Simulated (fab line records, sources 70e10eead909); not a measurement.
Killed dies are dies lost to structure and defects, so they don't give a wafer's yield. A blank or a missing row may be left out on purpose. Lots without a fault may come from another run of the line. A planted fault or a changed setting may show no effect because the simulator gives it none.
Which tool did it? | flow nand_harc | 23 lots, 69 wafers sampled, at 6 steps of a route of 1302

WHAT THE GAUGES READ, wafer by wafer
The record holds no reading of a measuring or inspecting step that can be judged against a usual standard deviation.

WHICH TOOL RAN EACH LOT (tool, then ch and the chambers of the sampled wafers, then the start)
lot  | NHARC_A_STAIRCASE_TRIM_22                     | NHARC_A_STAIRCASE_TRIM_24                     | NHARC_A_STAIRCASE_TRIM_187         | NHARC_A_STAIRCASE_ETCH_192     | NHARC_A_STAIRCASE_TRIM_200     | NHARC_A_STAIRCASE_ETCH_201
L075 | rie_diel-01 ch 0,2,3, day 16 05:49 or earlier | rie_diel-01 ch 0,1,3, day 16 05:49 or earlier | rie_diel-01 ch 1,2,3, day 16 05:49 | rie_diel-01 ch 0,1,3, no start | rie_diel-01 ch 0,2,3, no start | rie_diel-01 ch 0,1,3, no start
L076 | rie_diel-01 ch 0,2,3, day 16 17:26 or earlier | rie_diel-01 ch 1,2,3, day 16 17:26 or earlier | rie_diel-13 ch 0,1,2, day 16 17:26 | rie_diel-13 ch 0,1,3, no start | rie_diel-04 ch 0,1,3, no start | rie_diel-04 ch 0,1,2, no start
L077 | rie_diel-13 ch 0,1, day 16 23:11 or earlier   | rie_diel-13 ch 0,1, day 16 23:11 or earlier   | rie_diel-04 ch 0,1,2, day 16 23:11 | rie_diel-04 ch 0,1,2, no start | rie_diel-04 ch 0,1,2, no start | rie_diel-04 ch 0,1,2, no start
L078 | rie_diel-01 ch 0,1,3, day 17 12:37 or earlier | rie_diel-01 ch 1,2,3, day 17 12:37 or earlier | rie_diel-13 ch 1,2,3, day 17 12:37 | rie_diel-13 ch 1,2,3, no start | rie_diel-13 ch 0,1,3, no start | rie_diel-13 ch 0,1,3, no start
L080 | rie_diel-04 ch 0,3, day 18 02:38 or earlier   | rie_diel-04 ch 1,2, day 18 02:38 or earlier   | rie_diel-04 ch 1,2,3, day 18 02:38 | rie_diel-04 ch 1,3, no start   | rie_diel-04 ch 0,1,3, no start | rie_diel-04 ch 1,2, no start
L079 | rie_diel-13 ch 1,2, day 18 02:41 or earlier   | rie_diel-13 ch 1,2, day 18 02:41 or earlier   | rie_diel-04 ch 1,2, day 18 02:41   | rie_diel-04 ch 0,3, no start   | rie_diel-01 ch 0,2, no start   | rie_diel-01 ch 0,1, no start
L082 | rie_diel-04 ch 0,2,3, day 19 11:54 or earlier | rie_diel-04 ch 1,3, day 19 11:54 or earlier   | rie_diel-13 ch 0,1, day 19 11:54   | rie_diel-13 ch 0,1, no start   | rie_diel-13 ch 0,2,3, no start | rie_diel-13 ch 2,3, no start
L081 | rie_diel-01 ch 0,2, day 19 09:19 or earlier   | rie_diel-01 ch 0,1,2, day 19 09:19 or earlier | rie_diel-13 ch 0,1,3, day 19 09:19 | rie_diel-13 ch 0,1,2, no start | rie_diel-13 ch 0,1,3, no start | rie_diel-13 ch 0,1,3, no start
L083 | rie_diel-04 ch 0,2,3, day 19 23:51 or earlier | rie_diel-04 ch 0,1,3, day 19 23:51 or earlier | rie_diel-04 ch 2,3, day 19 23:51   | rie_diel-04 ch 0,1, no start   | rie_diel-13 ch 1,2, no start   | rie_diel-13 ch 0,1, no start
L084 | rie_diel-04 ch 0,1,2, day 20 02:14 or earlier | rie_diel-04 ch 0,1,3, day 20 02:14 or earlier | rie_diel-04 ch 0,1,3, day 20 02:14 | rie_diel-04 ch 1,2,3, no start | rie_diel-04 ch 1,2,3, no start | rie_diel-04 ch 0,1,3, no start
L085 | rie_diel-13 ch 0,1,2, day 20 06:42 or earlier | rie_diel-13 ch 0,1,2, day 20 06:42 or earlier | rie_diel-04 ch 1,2,3, day 20 06:42 | rie_diel-04 ch 0,1,3, no start | rie_diel-01 ch 1,3, no start   | rie_diel-01 ch 0,2,3, no start
L086 | rie_diel-01 ch 0,1, day 20 16:39 or earlier   | rie_diel-01 ch 0,2, day 20 16:39 or earlier   | rie_diel-04 ch 1,2,3, day 20 16:39 | rie_diel-04 ch 0,1,2, no start | rie_diel-04 ch 0,1,3, no start | rie_diel-04 ch 0,1, no start
L087 | rie_diel-04 ch 0,3, day 21 17:13 or earlier   | rie_diel-04 ch 0,3, day 21 17:13 or earlier   | rie_diel-01 ch 0,1,3, day 21 17:13 | rie_diel-01 ch 0,1,3, no start | rie_diel-01 ch 0,3, no start   | rie_diel-01 ch 0,2,3, no start
L088 | rie_diel-01 ch 0,1,2, day 21 17:22 or earlier | rie_diel-01 ch 0,1,3, day 21 17:22 or earlier | rie_diel-13 ch 0,1,3, day 21 17:22 | rie_diel-13 ch 0,1,2, no start | rie_diel-13 ch 0,1,3, no start | rie_diel-13 ch 0,1,2, no start
L090 | rie_diel-13 ch 0,2,3, day 22 12:28 or earlier | rie_diel-13 ch 0,2,3, day 22 12:28 or earlier | rie_diel-04 ch 0,2, day 22 12:28   | rie_diel-04 ch 0,3, no start   | rie_diel-04 ch 1,2,3, no start | rie_diel-04 ch 0,2,3, no start
L089 | rie_diel-01 ch 2,3, day 22 14:17 or earlier   | rie_diel-01 ch 0,2,3, day 22 14:17 or earlier | rie_diel-13 ch 0,2,3, day 22 14:17 | rie_diel-13 ch 0,1,3, no start | rie_diel-04 ch 0,2, no start   | rie_diel-04 ch 0,1,3, no start
L091 | rie_diel-13 ch 0,3, day 23 12:28 or earlier   | rie_diel-13 ch 0,1,2, day 23 12:28 or earlier | rie_diel-01 ch 2,3, day 23 12:28   | rie_diel-01 ch 0,3, no start   | rie_diel-04 ch 2,3, no start   | rie_diel-04 ch 0,1,3, no start
L092 | rie_diel-01 ch 1,2,3, day 23 16:00 or earlier | rie_diel-01 ch 0,2,3, day 23 16:00 or earlier | rie_diel-01 ch 1,2, day 23 16:00   | rie_diel-01 ch 0,2,3, no start | rie_diel-13 ch 0,1,2, no start | rie_diel-13 ch 1,2, no start
L094 | rie_diel-13 ch 0,1,2, day 24 08:07 or earlier | rie_diel-13 ch 0,1,2, day 24 08:07 or earlier | rie_diel-04 ch 2,3, day 24 08:07   | rie_diel-04 ch 0,3, no start   | rie_diel-04 ch 0,3, no start   | rie_diel-04 ch 1,2,3, no start
L093 | rie_diel-01 ch 0,1, day 24 08:17 or earlier   | rie_diel-01 ch 0,1, day 24 08:17 or earlier   | rie_diel-13 ch 2,3, day 24 08:17   | rie_diel-13 ch 0,2, no start   | rie_diel-13 ch 1,2,3, no start | rie_diel-13 ch 0,2, no start
L095 | rie_diel-04 ch 0,1,2, day 24 19:38 or earlier | rie_diel-04 ch 0,1,2, day 24 19:38 or earlier | rie_diel-01 ch 0,1,2, day 24 19:38 | rie_diel-01 ch 0,1,2, no start | rie_diel-01 ch 0,2,3, no start | rie_diel-01 ch 1,2,3, no start
L096 | rie_diel-04 ch 1,2,3, day 25 05:24 or earlier | rie_diel-04 ch 0,1, day 25 05:24 or earlier   | rie_diel-13 ch 0,1,2, day 25 05:24 | rie_diel-13 ch 0,1,2, no start | rie_diel-04 ch 1,2,3, no start | rie_diel-04 ch 0,1,2, no start
L097 | rie_diel-13 ch 0,2, day 25 05:38 or earlier   | rie_diel-13 ch 0,1,3, day 25 05:38 or earlier | rie_diel-13 ch 1,3, day 25 05:38   | rie_diel-13 ch 2,3, no start   | rie_diel-01 ch 0,1,3, no start | rie_diel-01 ch 0,2,3, no start
- NHARC_A_STAIRCASE_TRIM_22: chemistry O2, time 211.2 s.
- NHARC_A_STAIRCASE_TRIM_24: chemistry O2, time 211.2 s.
- NHARC_A_STAIRCASE_TRIM_187: chemistry O2, time 211.2 s.
- NHARC_A_STAIRCASE_ETCH_192: etches the open film in C4F8/O2, target depth 100 nm, time 40.5 s.
- NHARC_A_STAIRCASE_TRIM_200: chemistry O2, time 211.2 s.
- NHARC_A_STAIRCASE_ETCH_201: etches the open film in C4F8/O2, target depth 100 nm, time 40.5 s.

WHAT THE TOOLS THEMSELVES READ (means of the sampled wafers that have a number; where no wafer has one, the mark that the record gives instead)
NHARC_A_STAIRCASE_TRIM_22.
lot  | tool        | drypump_motor_current_A (A) | oes_product_au (a.u.) | rf_vpp_V (V) | showerhead_plenum_p_Torr (Torr) | throttle_valve_pct (%)
L075 | rie_diel-01 | 5.6                         | 1.014                 | 58.3         | 3.60                            | 17.039
L076 | rie_diel-01 | 5.7                         | 1.004                 | 57.9         | 3.60                            | 17.036
L077 | rie_diel-13 | 6.1                         | 0.998                 | 58.8         | 3.76                            | 17.028
L078 | rie_diel-01 | 5.4                         | 0.999                 | 58.5         | 3.65                            | 17.034
L080 | rie_diel-04 | 6.0                         | 0.998                 | 59.0         | 3.70                            | 17.045
L079 | rie_diel-13 | 5.8                         | 0.998                 | 58.1         | 3.53                            | 17.031
L082 | rie_diel-04 | 5.8                         | 0.996                 | 57.7         | 3.57                            | 17.031
L081 | rie_diel-01 | 6.0                         | 1.008                 | 58.5         | 3.55                            | 17.036
L083 | rie_diel-04 | 5.8                         | 1.001                 | 57.8         | 3.57                            | 17.040
L084 | rie_diel-04 | 5.7                         | 1.000                 | 56.8         | 3.44                            | 17.039
L085 | rie_diel-13 | 5.9                         | 0.993                 | 58.4         | 3.63                            | 17.031
L086 | rie_diel-01 | 5.5                         | 1.008                 | 57.9         | 3.65                            | 17.045
L087 | rie_diel-04 | 5.7                         | 0.996                 | 57.7         | 3.61                            | 17.028
L088 | rie_diel-01 | 5.8                         | 0.999                 | 57.9         | 3.59                            | 17.036
L090 | rie_diel-13 | 5.7                         | 0.998                 | 58.2         | 3.62                            | 17.031
L089 | rie_diel-01 | 6.2                         | 1.009                 | 58.3         | 3.48                            | 17.039
L091 | rie_diel-13 | 5.9                         | 1.006                 | 58.4         | 3.75                            | 17.031
L092 | rie_diel-01 | 5.8                         | 1.006                 | 57.7         | 3.53                            | 17.038
L094 | rie_diel-13 | 5.9                         | 0.991                 | 58.8         | 3.62                            | 17.040
L093 | rie_diel-01 | 5.5                         | 0.993                 | 57.8         | 3.63                            | 17.036
L095 | rie_diel-04 | 5.7                         | 1.007                 | 56.9         | 3.43                            | 17.042
L096 | rie_diel-04 | 5.9                         | 1.009                 | 56.8         | 3.49                            | 17.030
L097 | rie_diel-13 | 5.7                         | 0.991                 | 57.8         | 3.59                            | 17.033

NHARC_A_STAIRCASE_TRIM_24.
lot  | tool        | drypump_motor_current_A (A) | oes_product_au (a.u.) | rf_vpp_V (V) | showerhead_plenum_p_Torr (Torr) | throttle_valve_pct (%)
L075 | rie_diel-01 | 5.4                         | 1.004                 | 57.0         | 3.65                            | 17.048
L076 | rie_diel-01 | 5.8                         | 1.007                 | 57.3         | 3.56                            | 17.037
L077 | rie_diel-13 | 6.3                         | 1.003                 | 58.7         | 3.78                            | 17.040
L078 | rie_diel-01 | 5.9                         | 1.000                 | 57.1         | 3.55                            | 17.044
L080 | rie_diel-04 | 5.8                         | 1.012                 | 57.6         | 3.41                            | 17.034
L079 | rie_diel-13 | 5.8                         | 0.985                 | 58.0         | 3.53                            | 17.035
L082 | rie_diel-04 | 6.2                         | 1.009                 | 58.6         | 3.63                            | 17.042
L081 | rie_diel-01 | 5.8                         | 1.008                 | 57.8         | 3.60                            | 17.039
L083 | rie_diel-04 | 6.0                         | 0.999                 | 57.7         | 3.56                            | 17.031
L084 | rie_diel-04 | 5.9                         | 1.007                 | 57.9         | 3.56                            | 17.033
L085 | rie_diel-13 | 5.9                         | 0.991                 | 58.2         | 3.63                            | 17.039
L086 | rie_diel-01 | 5.6                         | 1.011                 | 57.9         | 3.64                            | 17.043
L087 | rie_diel-04 | 6.0                         | 0.990                 | 59.0         | 3.68                            | 17.035
L088 | rie_diel-01 | 5.4                         | 1.004                 | 58.4         | 3.63                            | 17.029
L090 | rie_diel-13 | 5.8                         | 0.989                 | 58.6         | 3.62                            | 17.039
L089 | rie_diel-01 | 5.6                         | 1.010                 | 58.3         | 3.57                            | 17.035
L091 | rie_diel-13 | 5.9                         | 0.997                 | 58.5         | 3.62                            | 17.034
L092 | rie_diel-01 | 5.7                         | 1.012                 | 56.9         | 3.57                            | 17.037
L094 | rie_diel-13 | 6.0                         | 0.988                 | 58.5         | 3.62                            | 17.037
L093 | rie_diel-01 | 5.5                         | 1.009                 | 58.3         | 3.63                            | 17.034
L095 | rie_diel-04 | 5.8                         | 1.009                 | 58.2         | 3.43                            | 17.038
L096 | rie_diel-04 | 5.7                         | 1.010                 | 58.8         | 3.47                            | 17.029
L097 | rie_diel-13 | 6.1                         | 0.996                 | 58.0         | 3.74                            | 17.043

NHARC_A_STAIRCASE_TRIM_187.
lot  | tool        | drypump_motor_current_A (A) | oes_product_au (a.u.) | rf_vpp_V (V) | showerhead_plenum_p_Torr (Torr) | throttle_valve_pct (%)
L075 | rie_diel-01 | 5.8                         | 1.003                 | 57.4         | 3.56                            | 17.042
L076 | rie_diel-13 | 5.9                         | 0.997                 | 57.6         | 3.65                            | 17.033
L077 | rie_diel-04 | 5.7                         | 1.001                 | 57.8         | 3.46                            | 17.032
L078 | rie_diel-13 | 5.9                         | 1.004                 | 58.4         | 3.66                            | 17.036
L080 | rie_diel-04 | 6.0                         | 1.003                 | 59.4         | 3.52                            | 17.048
L079 | rie_diel-04 | 5.8                         | 1.013                 | 58.1         | 3.41                            | 17.030
L082 | rie_diel-13 | 6.1                         | 1.003                 | 58.0         | 3.75                            | 17.044
L081 | rie_diel-13 | 6.1                         | 0.996                 | 58.8         | 3.77                            | 17.035
L083 | rie_diel-04 | 6.0                         | 1.008                 | 58.2         | 3.64                            | 17.033
L084 | rie_diel-04 | 5.9                         | 1.002                 | 58.6         | 3.56                            | 17.043
L085 | rie_diel-04 | 6.0                         | 1.007                 | 56.7         | 3.51                            | 17.037
L086 | rie_diel-04 | 6.0                         | 1.005                 | 56.9         | 3.51                            | 17.031
L087 | rie_diel-01 | 5.4                         | 1.012                 | 57.7         | 3.63                            | 17.035
L088 | rie_diel-13 | 6.1                         | 0.998                 | 58.0         | 3.76                            | 17.051
L090 | rie_diel-04 | 5.6                         | 0.987                 | 58.6         | 3.45                            | 17.039
L089 | rie_diel-13 | 5.8                         | 0.997                 | 58.3         | 3.62                            | 17.035
L091 | rie_diel-01 | 6.1                         | 1.004                 | 57.3         | 3.48                            | 17.037
L092 | rie_diel-01 | 6.0                         | 0.999                 | 58.1         | 3.54                            | 17.037
L094 | rie_diel-04 | 5.8                         | 1.008                 | 57.5         | 3.52                            | 17.037
L093 | rie_diel-13 | 5.6                         | 0.994                 | 57.6         | 3.50                            | 17.030
L095 | rie_diel-01 | 5.8                         | 0.992                 | 58.1         | 3.58                            | 17.043
L096 | rie_diel-13 | 6.0                         | 0.995                 | 57.6         | 3.61                            | 17.043
L097 | rie_diel-13 | 6.1                         | 1.003                 | 58.7         | 3.76                            | 17.036

NHARC_A_STAIRCASE_ETCH_192.
lot  | tool        | oes_product_au (a.u.) | rf_vpp_V (V)
L075 | rie_diel-01 | 0.952                 | 900
L076 | rie_diel-13 | 0.941                 | 905
L077 | rie_diel-04 | 0.932                 | 893
L078 | rie_diel-13 | 0.943                 | 901
L080 | rie_diel-04 | 0.945                 | 900
L079 | rie_diel-04 | 0.931                 | 902
L082 | rie_diel-13 | 0.958                 | 905
L081 | rie_diel-13 | 0.938                 | 899
L083 | rie_diel-04 | 0.955                 | 892
L084 | rie_diel-04 | 0.957                 | 895
L085 | rie_diel-04 | 0.931                 | 897
L086 | rie_diel-04 | 0.940                 | 892
L087 | rie_diel-01 | 0.949                 | 900
L088 | rie_diel-13 | 0.950                 | 899
L090 | rie_diel-04 | 0.930                 | 899
L089 | rie_diel-13 | 0.945                 | 904
L091 | rie_diel-01 | 0.956                 | 899
L092 | rie_diel-01 | 0.959                 | 897
L094 | rie_diel-04 | 0.950                 | 898
L093 | rie_diel-13 | 0.937                 | 894
L095 | rie_diel-01 | 0.950                 | 898
L096 | rie_diel-13 | 0.928                 | 899
L097 | rie_diel-13 | 0.927                 | 900

NHARC_A_STAIRCASE_TRIM_200.
lot  | tool        | drypump_motor_current_A (A) | oes_product_au (a.u.) | rf_vpp_V (V) | showerhead_plenum_p_Torr (Torr) | throttle_valve_pct (%)
L075 | rie_diel-01 | 5.7                         | 1.008                 | 57.6         | 3.60                            | 17.035
L076 | rie_diel-04 | 5.9                         | 1.006                 | 58.2         | 3.57                            | 17.039
L077 | rie_diel-04 | 5.7                         | 1.004                 | 58.0         | 3.46                            | 17.038
L078 | rie_diel-13 | 6.1                         | 0.995                 | 58.3         | 3.78                            | 17.039
L080 | rie_diel-04 | 6.0                         | 1.002                 | 56.9         | 3.57                            | 17.029
L079 | rie_diel-01 | 6.0                         | 0.999                 | 57.5         | 3.55                            | 17.049
L082 | rie_diel-13 | 5.7                         | 0.998                 | 58.6         | 3.64                            | 17.033
L081 | rie_diel-13 | 6.1                         | 1.004                 | 57.7         | 3.77                            | 17.031
L083 | rie_diel-13 | 6.1                         | 0.999                 | 57.5         | 3.66                            | 17.038
L084 | rie_diel-04 | 6.0                         | 1.008                 | 58.0         | 3.51                            | 17.045
L085 | rie_diel-01 | 5.5                         | 1.007                 | 58.4         | 3.58                            | 17.034
L086 | rie_diel-04 | 6.0                         | 0.998                 | 58.1         | 3.56                            | 17.037
L087 | rie_diel-01 | 5.3                         | 1.022                 | 57.0         | 3.61                            | 17.034
L088 | rie_diel-13 | 6.1                         | 1.005                 | 58.9         | 3.76                            | 17.037
L090 | rie_diel-04 | 6.0                         | 0.998                 | 57.2         | 3.50                            | 17.043
L089 | rie_diel-04 | 5.5                         | 0.978                 | 57.6         | 3.49                            | 17.035
L091 | rie_diel-04 | 5.8                         | 1.010                 | 58.3         | 3.52                            | 17.035
L092 | rie_diel-13 | 6.0                         | 0.994                 | 58.0         | 3.62                            | 17.049
L094 | rie_diel-04 | 6.0                         | 1.011                 | 57.6         | 3.67                            | 17.031
L093 | rie_diel-13 | 5.9                         | 0.990                 | 57.3         | 3.64                            | 17.026
L095 | rie_diel-01 | 5.7                         | 0.998                 | 57.4         | 3.56                            | 17.041
L096 | rie_diel-04 | 6.0                         | 1.006                 | 58.5         | 3.49                            | 17.032
L097 | rie_diel-01 | 5.4                         | 0.991                 | 57.8         | 3.62                            | 17.039

NHARC_A_STAIRCASE_ETCH_201.
lot  | tool        | oes_product_au (a.u.) | rf_vpp_V (V)
L075 | rie_diel-01 | 0.945                 | 899
L076 | rie_diel-04 | 0.939                 | 894
L077 | rie_diel-04 | 0.944                 | 894
L078 | rie_diel-13 | 0.949                 | 904
L080 | rie_diel-04 | 0.930                 | 891
L079 | rie_diel-01 | 0.977                 | 902
L082 | rie_diel-13 | 0.945                 | 901
L081 | rie_diel-13 | 0.937                 | 904
L083 | rie_diel-13 | 0.951                 | 903
L084 | rie_diel-04 | 0.947                 | 898
L085 | rie_diel-01 | 0.939                 | 898
L086 | rie_diel-04 | 0.945                 | 894
L087 | rie_diel-01 | 0.950                 | 898
L088 | rie_diel-13 | 0.934                 | 900
L090 | rie_diel-04 | 0.949                 | 898
L089 | rie_diel-04 | 0.957                 | 898
L091 | rie_diel-04 | 0.963                 | 897
L092 | rie_diel-13 | 0.930                 | 900
L094 | rie_diel-04 | 0.959                 | 896
L093 | rie_diel-13 | 0.943                 | 898
L095 | rie_diel-01 | 0.938                 | 896
L096 | rie_diel-04 | 0.963                 | 892
L097 | rie_diel-01 | 0.953                 | 897

THE ANSWER, worked out from the rows above alone
Rule: what is usual is taken from the lots themselves. Put in order of their means at a reading, lots are off if they are a third of the lots or fewer, leave a main group of 4 or more, and stand apart from it by a gap of 3 or more times the standard deviation of the main group's means; of several such gaps the widest counts. A main group whose means are all the same, to the digits that the tables above print for the reading, isn't used. A lot without any number at a reading at which 4 lots or more have one is off too. The other lots that the step has rows for count as sound. The gauges are gone through in route order, then the tools' own readings, and for those a lot's mean is taken as printed above. The first step at which some lot is off is used, and at that step the reading that is off furthest; a lot without a number counts as furthest.
No lot is off at any reading shown: from this, nothing can be told.

WHAT THE SIMULATOR HAD PUT IN
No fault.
